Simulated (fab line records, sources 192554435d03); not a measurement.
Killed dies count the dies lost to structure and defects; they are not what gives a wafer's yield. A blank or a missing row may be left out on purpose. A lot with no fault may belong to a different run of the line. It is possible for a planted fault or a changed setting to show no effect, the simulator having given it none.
Matching of chambers || flow n5-finfet || 4 sister chambers for N5_FIN_CUT_STRIP_22 on rie-diel-02
The step strips in N2/H2. 4 wafers are shown with their chamber, then 11 later ones without.

## EACH WAFER AND ITS CHAMBER
{"wafer": "L085.1", "chamber": 2, "drypump-motor-current-A (A)": 5.8}
{"wafer": "L086.4", "chamber": 1, "drypump-motor-current-A (A)": 5.2}
{"wafer": "L086.6", "chamber": 3, "drypump-motor-current-A (A)": 5.5}
{"wafer": "L089.4", "chamber": 0, "drypump-motor-current-A (A)": 5.0}

## WAFERS WITHOUT THEIR CHAMBER
{"wafer": "L089.5", "drypump-motor-current-A (A)": 5.4}
{"wafer": "L089.6", "drypump-motor-current-A (A)": 5.8}
{"wafer": "L090.1", "drypump-motor-current-A (A)": 5.8}
{"wafer": "L090.2", "drypump-motor-current-A (A)": 5.0}
{"wafer": "L090.3", "drypump-motor-current-A (A)": 5.5}
{"wafer": "L094.2", "drypump-motor-current-A (A)": 5.0}
{"wafer": "L094.3", "drypump-motor-current-A (A)": 5.2}
{"wafer": "L094.6", "drypump-motor-current-A (A)": 5.0}
{"wafer": "L097.2", "drypump-motor-current-A (A)": 5.8}
{"wafer": "L097.3", "drypump-motor-current-A (A)": 5.5}
{"wafer": "L097.5", "drypump-motor-current-A (A)": 5.8}

## EACH ONE'S CHAMBER
{"wafer": "L089.5", "from the rows above": 3, "in truth": 3}
{"wafer": "L089.6", "from the rows above": 2, "in truth": 2}
{"wafer": "L090.1", "from the rows above": 2, "in truth": 2}
{"wafer": "L090.2", "from the rows above": 0, "in truth": 0}
{"wafer": "L090.3", "from the rows above": 3, "in truth": 3}
{"wafer": "L094.2", "from the rows above": 0, "in truth": 0}
{"wafer": "L094.3", "from the rows above": 1, "in truth": 1}
{"wafer": "L094.6", "from the rows above": 0, "in truth": 0}
{"wafer": "L097.2", "from the rows above": 2, "in truth": 2}
{"wafer": "L097.3", "from the rows above": 3, "in truth": 3}
{"wafer": "L097.5", "from the rows above": 2, "in truth": 2}
Placed correctly: 11 of 11. Number that these rows cannot place: 0. Wrongly placed: 0.
How it was worked out, from the rows above alone: a wafer's distance from a chamber is the root of the sum, over the readings, of the square of ((its reading less the chamber's mean) divided by the reading's scatter). If the next closest chamber is less than 2 further off than the closest, the wafer can't be placed; otherwise it belongs to the closest. A chamber's mean is the mean of its shown wafers. The scatter (one wafer shown for each chamber): square how far every hidden wafer sits from the nearest shown wafer, average those squares and take the square root.
